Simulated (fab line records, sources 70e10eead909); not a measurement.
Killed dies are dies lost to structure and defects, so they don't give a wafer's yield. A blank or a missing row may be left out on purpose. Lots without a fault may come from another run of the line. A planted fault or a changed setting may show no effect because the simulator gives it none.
fab line records | flow nand_harc | part 2 of 2: steps 17 to 22 of 22
record lots=5 wafers=15 last_day=30
route steps=1302 shown A_CONTACT@998
lots that met no fault: from a run of the same line without faults
start_h: hours from the record's first day to the start of the lot's first wafer shown | wait_h: hours since the lot's step before | " the same as in the row above | L1.1+2: a row that stands for several wafers | - no value, or no start given | * or withheld: withheld | < > ~ a bound
route shown NAME@n: a module of which the file shows steps, and the number in the route of the first | usual: mean/standard deviation of fault-free wafers | same: alike in all rows | chamber/n: place in a boat | sites: the reading at each site | _std_site: their standard deviation | _edge_site: outer sites' mean less inner sites' | radius_mm: how far each site lies from the wafer's centre | mask NAME#n: copy n | behind: the tool/chamber that last shaped the wafer | hold: why the lot was held/for how many hours/how that ended | device: the transistor (n, p or np) that didn't switch | end of line: the same wafers' tests at the end of the route | a step without rows: its recipe alone | killed: dies lost to structure and defects at the first sort, not the wafer's yield | map: a wafer's dies, x killed, . not, _ none there
set.NAME: the setting as run; set.NAME@STEP: as run at that earlier step | model.NAME: the simulator's own value behind a step, which no gauge read
lots at some steps of the route; a table a step, a row a wafer
services: from which hour (start_h, from the record's first day; less than 0 if before it) a tool's chamber was out of use, for how many hours, and why
## steps
# step NHARC_A_CONTACT_ETCH_120
# recipe source_w=withheld pressure_mtorr=20 bias_v=3000 time_s=190 target_depth_a=18500 ar_flow_sccm=withheld c4f8_flow_sccm=withheld o2_flow_sccm=withheld chemistry=C4F8/O2/Ar
# usual chamber_pressure_mTorr=19.999/0.018
# columns lot.wafer tool chamber start_h wait_h chamber_pressure_mTorr rf_hours_counter_h
L081.1 har_cap_etch-02 0 572.78 0.1 20.019 98
L081.2 " 1 " " 19.984 98
L081.4 " 1 " " 20.023 -
L083.1 har_cap_etch-02 1 585.47 0.1 19.982 100
L083.3 " 1 " " 19.990 -
L083.4 " 0 " " 20.010 -
L088.2 har_cap_etch-01 0 634.93 0.1 20.024 20
L088.1 " 1 " " 20.002 20
L088.4 " 1 " " 19.997 -
L091.4 har_cap_etch-02 0 646.94 0.1 20.002 -
L091.6 " 1 " " 20.037 -
L091.5 " 0 " " 19.963 -
L090.1 har_cap_etch-03 0 654.30 0.1 19.976 67
L090.3 " 0 " " 19.975 -
L090.6 " 0 " " 19.997 -
# step NHARC_A_CONTACT_ETCH_121
# recipe source_w=withheld pressure_mtorr=20 bias_v=3000 time_s=190 target_depth_a=18500 ar_flow_sccm=withheld c4f8_flow_sccm=withheld o2_flow_sccm=withheld chemistry=C4F8/O2/Ar
# usual chamber_pressure_mTorr=20.002/0.017
# columns lot.wafer tool chamber start_h wait_h chamber_pressure_mTorr rf_hours_counter_h
L081.1 har_cap_etch-02 0 572.95 0.1 19.993 98
L081.2 " 1 " " 20.027 98
L081.4 " 1 " " 19.997 -
L083.1 har_cap_etch-02 1 585.64 0.1 20.007 100
L083.3 " 1 " " 19.992 -
L083.4 " 0 " " 19.986 -
L088.2 har_cap_etch-01 0 635.10 0.1 20.008 20
L088.1 " 1 " " 19.997 20
L088.4 " 1 " " 19.992 -
L091.4 har_cap_etch-02 0 647.11 0.1 20.004 -
L091.6 " 1 " " 19.995 -
L091.5 " 0 " " 20.004 -
L090.1 har_cap_etch-03 0 654.47 0.1 20.019 67
L090.3 " 0 " " 20.021 -
L090.6 " 0 " " 19.988 -
# step NHARC_A_CONTACT_ETCH_122
# recipe source_w=withheld pressure_mtorr=20 bias_v=3000 time_s=190 target_depth_a=18500 ar_flow_sccm=withheld c4f8_flow_sccm=withheld o2_flow_sccm=withheld chemistry=C4F8/O2/Ar
# usual chamber_pressure_mTorr=20.000/0.018
# columns lot.wafer tool chamber start_h wait_h chamber_pressure_mTorr rf_hours_counter_h
L081.1 har_cap_etch-02 0 573.12 0.1 19.986 98
L081.2 " 1 " " 19.985 98
L081.4 " 1 " " 19.999 -
L083.1 har_cap_etch-02 1 585.82 0.1 19.983 101
L083.3 " 1 " " 19.994 -
L083.4 " 0 " " 19.990 -
L088.2 har_cap_etch-01 0 635.27 0.1 20.001 21
L088.1 " 1 " " 20.007 21
L088.4 " 1 " " 19.986 -
L091.4 har_cap_etch-02 0 647.28 0.1 19.981 -
L091.6 " 1 " " 20.010 -
L091.5 " 0 " " 19.996 -
L090.1 har_cap_etch-03 0 654.64 0.1 20.002 67
L090.3 " 0 " " 20.005 -
L090.6 " 0 " " 19.994 -
# step NHARC_A_CONTACT_ETCH_123
# recipe source_w=withheld pressure_mtorr=20 bias_v=400 time_s=490 target_depth_a=21100 ar_flow_sccm=withheld c4f8_flow_sccm=11.5 o2_flow_sccm=7.2 chemistry=C4F8/O2/Ar
# usual chamber_pressure_mTorr=19.999/0.018
# columns lot.wafer tool chamber start_h wait_h chamber_pressure_mTorr rf_hours_counter_h
L081.1 har_cap_etch-02 0 573.29 0.1 19.988 99
L081.2 " 1 " " 20.017 99
L081.4 " 1 " " 19.999 -
L083.1 har_cap_etch-02 1 585.98 0.1 19.985 101
L083.3 " 1 " " 19.987 -
L083.4 " 0 " " 20.002 -
L088.2 har_cap_etch-01 0 635.44 0.1 19.991 21
L088.1 " 1 " " 19.951 21
L088.4 " 1 " " 20.018 -
L091.4 har_cap_etch-02 0 647.63 0.3 20.015 -
L091.6 " 1 " " 20.018 -
L091.5 " 0 " " 19.991 -
L090.1 har_cap_etch-03 0 654.81 0.1 19.997 68
L090.3 " 0 " " 19.993 -
L090.6 " 0 " " 20.018 -
# step NHARC_A_CONTACT_ETCH_90
# recipe target_depth_a=400 over_etch_frac=0.5 time_s=85.7 ion_energy_ev=120 ch3f_flow_sccm=50 o2_flow_sccm=30 ar_flow_sccm=200 rf_w=500 bias_w=100 chemistry=CH3F/O2
# usual chamber_pressure_mTorr=25.002/0.024 drypump_motor_current_A=5.9/0.37 oes_product_au=0.96/0.038 rf_vpp_V=245.0/1.7 showerhead_plenum_p_Torr=2.51/0.12 throttle_valve_pct=20.663/0.0089
# columns lot.wafer tool chamber start_h wait_h chamber_pressure_mTorr drypump_motor_current_A oes_product_au rf_hours_counter_h rf_vpp_V showerhead_plenum_p_Torr throttle_valve_pct
L081.1 rie_diel-11 2 574.29 0.9 25.022 5.6 0.93 42 241.8 2.27 20.665
L081.2 " 3 " " 24.999 5.8 0.93 39 247.8 2.64 20.671
L081.4 " 0 " " 24.990 6.4 0.94 44 242.5 2.40 20.674
L083.4 rie_diel-07 1 586.96 0.6 25.029 5.9 1.00 19 247.2 2.55 20.658
L083.3 " 2 " " 24.977 6.1 1.00 15 247.0 2.64 20.674
L083.1 " 3 " " 25.020 6.3 1.01 18 245.0 2.51 20.663
L088.1 rie_diel-04 1 636.44 0.8 25.009 5.3 0.93 33 246.4 2.60 20.673
L088.4 " 2 " " 24.980 5.7 0.92 32 243.6 2.44 20.645
L088.2 " 3 " " 24.959 6.2 0.93 31 243.9 2.41 20.670
L091.4 rie_diel-04 0 648.34 0.6 25.013 5.2 0.93 24 242.5 2.31 20.653
L091.6 " 0 " " 25.010 5.2 0.92 - 242.9 2.30 20.644
L091.5 " 1 " " 25.012 5.4 0.92 - 245.7 2.60 20.656
L090.1 rie_diel-11 3 655.80 0.9 24.985 5.9 1.01 11 246.9 2.63 20.670
L090.3 " 1 " " 25.013 5.8 1.00 12 244.7 2.51 20.669
L090.6 " 3 " " 24.986 5.8 1.00 - 246.6 2.63 20.663
# step NHARC_A_CONTACT_ETCH_96
# recipe target_depth_a=200 over_etch_frac=0.5 time_s=10 ion_energy_ev=250 c4f6_flow_sccm=25 o2_flow_sccm=20 ar_flow_sccm=500 rf_w=600 bias_w=500 chemistry=C4F6/O2
# usual chamber_pressure_mTorr=29.999/0.028 drypump_motor_current_A=5.9/0.35 oes_product_au=0.972/0.024 rf_vpp_V=548/3.4 showerhead_plenum_p_Torr=3.99/0.17 throttle_valve_pct=26.902/0.0077
# columns lot.wafer tool chamber start_h wait_h chamber_pressure_mTorr drypump_motor_current_A oes_product_au rf_hours_counter_h rf_vpp_V showerhead_plenum_p_Torr throttle_valve_pct
L081.1 rie_diel-11 3 - - 29.960 5.9 0.940 39 553 4.20 26.916
L081.2 " 1 " " 30.000 5.8 0.945 43 550 4.02 26.908
L081.4 " 2 " " 30.010 5.6 0.955 42 540 3.65 26.888
L083.4 rie_diel-07 3 - - 29.964 6.2 1.002 18 547 4.01 26.908
L083.3 " 0 " " 29.967 6.2 0.998 18 549 4.07 26.897
L083.1 " 1 " " 29.957 5.9 1.001 19 549 4.07 26.896
L088.1 rie_diel-04 2 - - 30.033 5.7 0.952 32 546 3.89 26.902
L088.2 " 3 " " 30.049 6.2 0.945 31 546 3.86 26.894
L088.4 " 0 " " 29.966 5.2 1.004 20 542 3.69 26.900
L091.4 rie_diel-04 0 - - 29.996 5.2 0.963 24 542 3.69 26.899
L091.6 " 2 " " 29.955 5.7 0.969 - 547 3.89 26.910
L091.5 " 3 " " 29.991 6.2 0.956 - 546 3.85 26.904
L090.3 rie_diel-11 0 - - 30.030 6.5 1.001 10 545 3.83 26.902
L090.1 " 1 " " 29.981 5.8 0.999 12 549 4.01 26.912
L090.6 " 0 " " 29.989 6.4 1.002 - 544 3.83 26.918
## services
# columns tool chamber start_h hours kind
har_cap_etch-02 - 551.44 0.2 repair
rie_diel-07 0 553.70 - clean
rie_diel-07 1 553.70 - clean
rie_diel-07 2 553.70 - clean
rie_diel-07 2 563.04 10.5 repair
rie_diel-04 0 567.08 - clean
rie_diel-04 1 567.08 - clean
rie_diel-04 2 567.08 - clean
rie_diel-04 3 567.08 - clean
rie_diel-04 0 591.58 - clean
rie_diel-04 1 591.58 - clean
rie_diel-04 2 591.58 - clean
rie_diel-04 3 591.58 - clean
rie_diel-11 - 609.92 9.0 pm
rie_diel-04 0 616.08 - clean
rie_diel-04 1 616.08 - clean
rie_diel-04 2 616.08 - clean
rie_diel-04 3 616.08 - clean
rie_diel-04 - 617.11 0.4 repair
rie_diel-04 0 640.59 - clean
rie_diel-04 1 640.59 - clean
rie_diel-04 2 640.59 - clean
rie_diel-04 3 640.59 - clean
rie_diel-07 - 648.20 9.0 pm
